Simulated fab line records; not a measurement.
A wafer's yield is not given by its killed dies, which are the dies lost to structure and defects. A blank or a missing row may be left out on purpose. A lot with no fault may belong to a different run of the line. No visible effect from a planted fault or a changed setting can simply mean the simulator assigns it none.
fab line records ; flow nand-harc ; part 2 of 2: steps 5 to 6 of 6
record lots=23; wafers=69; last-day=24
route steps=1159 shown A_CONTACT@916 A_BLC@980
lots untouched by any fault: they come from a run of this same line in which no faults occurred
start-h: hours from the record's first day to the start of the lot's first wafer shown ; wait-h: how many hours have passed since the lot's step before this one ; " identical to the entry in the row above ; L1.1+2: a single row standing in for several wafers ; - no value, or no start was given ; * or withheld: withheld ; < > ~ a bound
route shown NAME@n: a module of which the file shows steps, and the number in the route of the first ; usual: the fault-free wafers' mean and standard deviation ; same: alike in all rows ; chamber/n: place in a boat ; sites: the reading at each site ; _std_site: the standard deviation of these ; _edge_site: mean of outer sites minus mean of inner sites ; radius-mm: how far each site lies from the wafer's centre ; mask NAME#n: copy n ; behind: tool/chamber where the wafer was last shaped ; hold: the reason the lot was held/the length of the hold in hours/how it ended ; device: the n, p or np transistor that did not switch ; end of line: the same wafers' tests at the end of the route ; step lacking rows: just its recipe ; killed: dies lost to structure and defects at the first sort, not the wafer's yield ; map: the dies of a wafer, with x for killed, . for not killed, _ for no die there
set.NAME: the setting the step ran with; set.NAME@STEP: the setting that earlier step ran with ; model.NAME: the simulator's own value behind a step, which no gauge read
route steps across a sampled set of lots; one table per step, one row per wafer
services: when a tool's chamber went out of use (start-h, in hours from the record's first day, below 0 if earlier), for how many hours, and the reason
## steps
# step NHARC_A_BLC_STRIP_29
# recipe cf4-flow-sccm=150; ar-flow-sccm=0; bias-w=0; chemistry=CF4
# usual cf4-flow-sccm=149.9/0.47; drypump-motor-current-A=5.6/0.61; oes-product-au=0.995/0.011; rf-vpp-V=59.4/0.93; showerhead-plenum-p-Torr=1.77/0.064; throttle-valve-pct=13.283/0.0083
lot.wafer;tool;chamber;start-h;wait-h;cf4-flow-sccm;drypump-motor-current-A;oes-product-au;rf-hours-counter-h;rf-vpp-V;showerhead-plenum-p-Torr;throttle-valve-pct
L074.1;rie-diel-11;3;380.45;0.1;150.6;5.8;1.015;1;59.2;1.84;13.296
L074.5;rie-diel-11;3;380.45;0.1;150.0;5.8;1.004;-;60.7;1.84;13.292
L074.6;rie-diel-11;0;380.45;0.1;149.5;6.3;0.994;-;60.6;1.82;13.297
L075.3;rie-diel-01;3;403.35;0.1;150.1;6.8;0.991;8;58.0;1.69;13.289
L075.1;rie-diel-01;1;403.35;0.1;150.5;5.5;0.996;9;57.6;1.73;13.276
L075.6;rie-diel-01;3;403.35;0.1;149.6;6.8;0.977;-;58.5;1.69;13.290
L077.1;rie-diel-01;2;405.67;0.1;149.9;4.9;1.003;9;61.7;1.83;13.291
L077.4;rie-diel-01;3;405.67;0.1;150.0;6.7;0.984;8;58.8;1.69;13.286
L077.6;rie-diel-01;3;405.67;0.1;150.4;6.7;0.985;-;58.5;1.69;13.284
L078.1;rie-diel-11;2;410.47;0.1;150.6;4.9;0.973;5;58.5;1.82;13.273
L078.5;rie-diel-11;1;410.47;0.1;149.0;5.3;0.986;-;59.8;1.71;13.273
L078.6;rie-diel-11;2;410.47;0.1;149.8;4.9;0.980;-;58.9;1.82;13.281
L079.1;rie-diel-11;2;412.03;0.1;149.6;4.9;0.979;5;60.1;1.82;13.277
L079.2;rie-diel-11;0;412.03;0.1;150.6;6.3;0.993;3;59.5;1.82;13.294
L079.6;rie-diel-11;2;412.03;0.1;150.1;4.9;0.976;-;59.1;1.82;13.279
L082.1;rie-diel-11;1;432.54;0.1;150.0;5.3;1.000;6;59.9;1.71;13.290
L082.4;rie-diel-11;2;432.54;0.1;149.9;4.9;0.999;6;60.1;1.82;13.292
L082.6;rie-diel-11;2;432.54;0.1;149.6;4.9;0.996;-;59.2;1.82;13.286
L084.4;rie-diel-11;2;444.42;0.1;149.9;4.9;0.985;7;60.2;1.82;13.288
L084.2;rie-diel-11;0;444.42;0.1;149.4;6.3;0.981;5;61.3;1.82;13.272
L084.6;rie-diel-11;2;444.42;0.1;149.7;4.9;0.995;-;59.9;1.82;13.282
L081.3;rie-diel-01;1;445.29;0.1;150.1;5.5;0.979;15;59.1;1.73;13.283
L081.2;rie-diel-01;2;445.29;0.1;149.8;4.9;0.999;13;60.0;1.83;13.286
L081.6;rie-diel-01;0;445.29;0.1;150.4;5.1;0.998;-;58.4;1.66;13.286
L083.1;rie-diel-01;1;447.45;0.1;149.7;5.6;0.984;15;58.6;1.73;13.273
L083.2;rie-diel-01;2;447.45;0.1;149.7;4.9;1.002;13;60.0;1.83;13.278
L083.6;rie-diel-01;2;447.45;0.1;149.3;4.9;1.002;-;59.3;1.83;13.279
L080.1;rie-diel-11;1;453.04;0.1;149.2;5.3;1.003;8;58.3;1.71;13.286
L080.3;rie-diel-11;0;453.04;0.1;150.2;6.3;0.990;6;58.3;1.82;13.271
L080.5;rie-diel-11;2;453.04;0.1;149.4;4.9;1.002;-;59.4;1.82;13.286
L086.1;rie-diel-01;3;468.94;0.1;149.7;6.7;0.970;15;58.3;1.69;13.265
L086.2;rie-diel-01;0;468.94;0.1;150.5;5.1;0.993;16;56.9;1.66;13.295
L086.5;rie-diel-01;3;468.94;0.1;149.9;6.7;0.981;-;59.4;1.69;13.294
L087.1;rie-diel-01;0;469.30;0.1;149.9;5.1;0.995;16;58.3;1.66;13.276
L087.4;rie-diel-01;1;469.30;0.1;150.4;5.6;0.985;16;59.3;1.73;13.272
L087.6;rie-diel-01;0;469.30;0.1;150.1;5.1;0.994;-;59.4;1.66;13.275
L089.4;rie-diel-01;1;477.42;0.1;150.2;5.5;0.985;17;58.5;1.73;13.280
L089.1;rie-diel-01;2;477.42;0.1;149.9;4.9;1.003;15;59.2;1.83;13.271
L089.6;rie-diel-01;2;477.42;0.1;150.4;4.9;0.995;-;58.4;1.83;13.294
L088.2;rie-diel-11;0;485.69;0.1;150.5;6.3;0.992;9;58.9;1.82;13.268
L088.3;rie-diel-11;1;485.69;0.1;149.8;5.3;1.015;11;59.9;1.71;13.282
L088.6;rie-diel-11;3;485.69;0.1;150.3;5.8;1.007;-;60.9;1.84;13.278
L085.1;rie-diel-11;3;486.56;0.1;149.8;5.8;1.008;11;57.4;1.84;13.280
L085.3;rie-diel-11;1;486.56;0.1;149.9;5.3;1.012;11;58.0;1.71;13.302
L085.2;rie-diel-11;2;486.56;0.1;150.3;4.9;0.987;11;60.2;1.82;13.295
L091.4;rie-diel-11;0;487.87;0.1;149.6;6.3;0.988;9;59.7;1.82;13.284
L091.5;rie-diel-11;2;487.87;0.1;150.7;4.9;0.989;-;59.9;1.82;13.284
L091.6;rie-diel-11;3;487.87;0.1;149.8;5.8;0.994;-;60.7;1.84;13.286
L090.3;rie-diel-11;1;498.68;0.1;150.0;5.3;0.999;12;59.3;1.71;13.281
L090.1;rie-diel-11;0;498.68;0.1;149.4;6.3;0.989;10;60.4;1.82;13.276
L090.6;rie-diel-11;3;498.68;0.1;149.1;5.8;1.006;-;60.6;1.84;13.285
L092.3;rie-diel-11;2;505.27;0.1;150.2;4.9;0.993;12;58.6;1.82;13.277
L092.4;rie-diel-11;1;505.27;0.1;149.8;5.3;1.011;12;59.6;1.71;13.261
L092.6;rie-diel-11;2;505.27;0.1;150.8;4.9;0.992;-;59.9;1.82;13.289
L093.4;rie-diel-11;1;506.06;0.1;150.3;5.3;1.004;12;59.2;1.71;13.275
L093.2;rie-diel-11;3;506.06;0.1;150.4;5.8;1.001;12;60.6;1.84;13.286
L093.3;rie-diel-11;0;506.06;0.1;149.6;6.3;0.992;11;61.1;1.82;13.280
L094.1;rie-diel-11;2;516.37;0.1;150.4;4.9;0.995;13;59.9;1.82;13.288
L094.2;rie-diel-11;3;516.37;0.1;149.7;5.8;1.015;13;60.1;1.83;13.268
L094.5;rie-diel-11;0;516.37;0.1;149.0;6.3;0.995;-;60.1;1.82;13.302
L095.1;rie-diel-01;3;517.09;0.1;150.1;6.8;1.004;2;59.8;1.69;13.274
L095.3;rie-diel-01;0;517.09;0.1;149.8;5.1;1.005;2;58.9;1.66;13.288
L095.6;rie-diel-01;3;517.09;0.1;150.1;6.8;1.014;-;59.3;1.69;13.304
L096.1;rie-diel-11;0;525.13;0.1;150.6;6.3;0.982;13;59.4;1.82;13.298
L096.2;rie-diel-11;1;525.13;0.1;150.2;5.3;1.002;14;58.8;1.71;13.279
L096.6;rie-diel-11;3;525.13;0.1;149.9;5.8;1.012;-;60.9;1.83;13.291
L097.4;rie-diel-11;0;532.47;0.1;149.8;6.3;0.984;14;59.0;1.82;13.282
L097.3;rie-diel-11;1;532.47;0.1;150.5;5.3;1.004;15;59.9;1.71;13.291
L097.6;rie-diel-11;1;532.47;0.1;150.8;5.3;1.002;-;59.8;1.71;13.287
# step NHARC_A_BLC_STRIP_21
# recipe o2-flow-sccm=500; ar-flow-sccm=0; bias-w=0; chemistry=O2
# usual drypump-motor-current-A=5.6/0.61; oes-product-au=0.997/0.011; rf-vpp-V=57.8/0.95; showerhead-plenum-p-Torr=3.53/0.13; throttle-valve-pct=17.037/0.0088
lot.wafer;tool;chamber;start-h;wait-h;drypump-motor-current-A;oes-product-au;rf-hours-counter-h;rf-vpp-V;showerhead-plenum-p-Torr;throttle-valve-pct
L074.1;rie-diel-11;3;380.65;0.2;5.8;0.999;1;58.2;3.67;17.046
L074.6;rie-diel-11;0;380.65;0.2;6.3;0.985;-;57.5;3.64;17.035
L074.5;rie-diel-11;1;380.65;0.2;5.3;1.004;-;56.4;3.42;17.032
L075.3;rie-diel-01;2;403.46;0.1;4.9;0.999;8;57.0;3.65;17.040
L075.1;rie-diel-01;3;403.46;0.1;6.8;0.972;8;58.0;3.37;17.032
L075.6;rie-diel-01;0;403.46;0.1;5.1;0.999;-;56.9;3.31;17.026
L077.4;rie-diel-01;0;405.79;0.1;5.1;1.013;9;58.9;3.31;17.043
L077.1;rie-diel-01;1;405.79;0.1;5.6;0.983;10;56.8;3.45;17.030
L077.6;rie-diel-01;2;405.79;0.1;4.9;1.014;-;57.8;3.65;17.032
L078.1;rie-diel-11;0;410.60;0.1;6.3;0.994;3;56.5;3.64;17.029
L078.5;rie-diel-11;1;410.60;0.1;5.3;0.999;-;57.3;3.42;17.024
L078.6;rie-diel-11;2;410.60;0.1;4.9;0.985;-;58.2;3.63;17.034
L079.2;rie-diel-11;0;412.12;0.1;6.3;0.988;3;57.4;3.64;17.030
L079.1;rie-diel-11;2;412.12;0.1;4.9;0.976;5;58.4;3.63;17.042
L079.6;rie-diel-11;1;412.12;0.1;5.3;0.997;-;58.7;3.42;17.030
L082.1;rie-diel-11;0;432.66;0.1;6.3;0.978;5;57.9;3.64;17.029
L082.4;rie-diel-11;1;432.66;0.1;5.3;0.995;6;57.4;3.42;17.042
L082.6;rie-diel-11;0;432.66;0.1;6.3;0.993;-;58.9;3.64;17.042
L084.4;rie-diel-11;0;444.53;0.1;6.3;0.997;5;58.3;3.64;17.044
L084.2;rie-diel-11;2;444.53;0.1;4.9;0.987;7;57.1;3.63;17.035
L084.6;rie-diel-11;1;444.53;0.1;5.3;0.996;-;57.2;3.42;17.041
L081.3;rie-diel-01;3;445.40;0.1;6.8;0.974;13;59.3;3.37;17.031
L081.2;rie-diel-01;0;445.40;0.1;5.1;0.990;14;57.5;3.31;17.045
L081.6;rie-diel-01;1;445.40;0.1;5.5;0.977;-;57.8;3.45;17.038
L083.1;rie-diel-01;1;447.57;0.1;5.5;0.984;15;55.8;3.45;17.038
L083.2;rie-diel-01;2;447.57;0.1;4.9;1.005;13;58.8;3.64;17.030
L083.6;rie-diel-01;0;447.57;0.1;5.1;0.987;-;57.1;3.31;17.030
L080.3;rie-diel-11;0;453.16;0.1;6.3;0.985;6;58.0;3.64;17.040
L080.1;rie-diel-11;2;453.16;0.1;4.9;0.988;8;57.6;3.63;17.047
L080.5;rie-diel-11;3;453.16;0.1;5.8;1.001;-;57.9;3.66;17.027
L086.1;rie-diel-01;1;469.05;0.1;5.6;0.988;16;57.9;3.45;17.031
L086.2;rie-diel-01;3;469.05;0.1;6.8;0.986;15;57.8;3.37;17.028
L086.5;rie-diel-01;1;469.05;0.1;5.6;0.990;-;57.9;3.45;17.037
L087.1;rie-diel-01;0;469.42;0.1;5.1;1.014;16;57.4;3.31;17.032
L087.4;rie-diel-01;1;469.42;0.1;5.5;0.988;16;58.9;3.45;17.042
L087.6;rie-diel-01;3;469.42;0.1;6.7;0.986;-;57.2;3.37;17.031
L089.4;rie-diel-01;0;477.52;0.1;5.1;0.989;17;56.8;3.30;17.024
L089.1;rie-diel-01;2;477.52;0.1;4.9;1.006;15;58.2;3.64;17.045
L089.6;rie-diel-01;0;477.52;0.1;5.1;1.003;-;55.9;3.30;17.043
L088.3;rie-diel-11;0;485.78;0.1;6.3;0.995;9;58.1;3.64;17.044
L088.2;rie-diel-11;3;485.78;0.1;5.8;1.018;11;57.2;3.66;17.045
L088.6;rie-diel-11;1;485.78;0.1;5.3;1.020;-;56.9;3.42;17.045
L085.2;rie-diel-11;3;486.67;0.1;5.8;1.017;11;57.6;3.66;17.036
L085.3;rie-diel-11;1;486.67;0.1;5.3;1.010;11;57.1;3.42;17.044
L085.1;rie-diel-11;2;486.67;0.1;4.9;0.995;11;58.6;3.62;17.043
L091.4;rie-diel-11;3;487.97;0.1;5.8;1.005;11;57.7;3.66;17.038
L091.5;rie-diel-11;1;487.97;0.1;5.3;1.008;-;56.1;3.42;17.044
L091.6;rie-diel-11;2;487.97;0.1;4.9;0.986;-;58.0;3.62;17.042
L090.3;rie-diel-11;2;498.95;0.3;4.9;1.000;12;58.2;3.62;17.024
L090.1;rie-diel-11;3;498.95;0.3;5.8;1.009;12;58.3;3.66;17.044
L090.6;rie-diel-11;2;498.95;0.3;4.9;0.996;-;58.6;3.62;17.048
L092.4;rie-diel-11;3;505.38;0.1;5.8;1.009;12;57.5;3.66;17.028
L092.3;rie-diel-11;2;505.38;0.1;4.9;0.993;12;57.9;3.62;17.027
L092.6;rie-diel-11;3;505.38;0.1;5.8;0.995;-;59.7;3.66;17.030
L093.4;rie-diel-11;1;506.16;0.1;5.3;1.013;13;57.0;3.41;17.017
L093.3;rie-diel-11;2;506.16;0.1;4.9;0.994;12;59.3;3.62;17.033
L093.2;rie-diel-11;0;506.16;0.1;6.3;0.994;11;58.4;3.63;17.035
L094.2;rie-diel-11;1;516.45;0.1;5.3;1.005;13;59.6;3.42;17.034
L094.1;rie-diel-11;2;516.45;0.1;4.9;0.993;13;57.6;3.62;17.051
L094.5;rie-diel-11;2;516.45;0.1;4.9;0.995;-;57.4;3.62;17.017
L095.3;rie-diel-01;1;517.20;0.1;5.6;1.008;2;58.0;3.45;17.049
L095.1;rie-diel-01;0;517.20;0.1;5.1;1.018;2;56.9;3.30;17.028
L095.6;rie-diel-01;1;517.20;0.1;5.6;0.999;-;58.5;3.45;17.050
L096.2;rie-diel-11;2;525.21;0.1;4.9;0.999;14;57.9;3.62;17.028
L096.1;rie-diel-11;0;525.21;0.1;6.3;0.988;13;56.8;3.63;17.042
L096.6;rie-diel-11;2;525.21;0.1;4.9;0.984;-;56.7;3.62;17.038
L097.4;rie-diel-11;3;532.59;0.1;5.8;1.003;15;58.2;3.66;17.032
L097.3;rie-diel-11;0;532.59;0.1;6.3;0.992;14;57.2;3.63;17.042
L097.6;rie-diel-11;1;532.59;0.1;5.3;0.996;-;57.7;3.41;17.031
## services
tool;chamber;start-h;hours;kind
rie-diel-11;-;366.50;9.0;pm
rie-diel-11;0;366.50;9.0;vent-cycle
rie-diel-11;1;366.50;9.0;vent-cycle
rie-diel-11;2;366.50;9.0;vent-cycle
rie-diel-11;3;366.50;9.0;vent-cycle
rie-diel-11;0;375.50;-;clean
rie-diel-11;1;375.50;-;clean
rie-diel-11;2;375.50;-;clean
rie-diel-07;3;379.10;4.6;repair
rie-diel-05;3;379.32;4.2;repair
cvd-w-02;-;383.76;13.0;pm
rie-diel-11;0;383.97;8.5;repair
rie-diel-13;3;390.10;4.1;repair
rie-diel-04;0;449.74;7.2;repair
rie-diel-13;-;453.08;9.0;pm
rie-diel-04;-;466.09;9.0;pm
cvd-w-01;-;482.28;13.0;pm
rie-diel-07;-;485.60;0.7;repair
rie-diel-11;2;488.15;10.6;repair
rie-diel-01;-;491.85;9.0;pm
rie-diel-05;2;515.72;8.9;repair
rie-diel-05;-;517.62;9.0;pm
rie-diel-07;0;527.80;14.0;repair
rie-diel-05;1;528.00;4.3;repair
